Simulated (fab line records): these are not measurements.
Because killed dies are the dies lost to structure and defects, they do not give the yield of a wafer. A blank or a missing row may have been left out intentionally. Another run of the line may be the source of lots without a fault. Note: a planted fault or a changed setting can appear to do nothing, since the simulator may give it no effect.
Chamber matching	flow nandHarc	4 sister chambers for NHARC_A_STAIRCASE_DESCUM_270 on rieDiel-02
The step chemistry O2, time 3 s. 4 wafers are shown with their chamber, then 8 later ones without.

== WAFERS, EACH WITH ITS CHAMBER ==
wafer	chamber	showerheadPlenumPTorr (Torr)
L085.6	2	1.84
L087.6	3	2.05
L092.5	1	1.90
L093.1	0	2.02

== WAFERS WITHOUT THEIR CHAMBER ==
wafer	showerheadPlenumPTorr (Torr)
L093.4	1.90
L093.5	1.90
L095.2	1.83
L095.4	2.02
L095.6	2.04
L095.1	1.90
L095.3	2.04
L095.5	1.83

== EACH ONE'S CHAMBER ==
wafer	from the rows above	in truth
L093.4	1	1
L093.5	1	1
L095.2	2	2
L095.4	0	0
L095.6	can't be placed: 3 or 0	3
L095.1	1	1
L095.3	can't be placed: 3 or 0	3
L095.5	2	2
6 of 8 placed correctly. Can't be placed from these rows: 2 (the true chamber is among the candidates in 2). Placed wrongly: 0.
How it was worked out, from the rows above alone: a wafer's distance from a chamber is the root of the sum, over the readings, of the square of ((its reading less the chamber's mean) divided by the reading's scatter). The wafer belongs to the nearest chamber; if the next one is less than 2 further off, it can't be placed. The mean given for a chamber averages the wafers shown for that chamber. The scatter (one wafer shown for each chamber): square how far every hidden wafer sits from the nearest shown wafer, average those squares and take the square root.
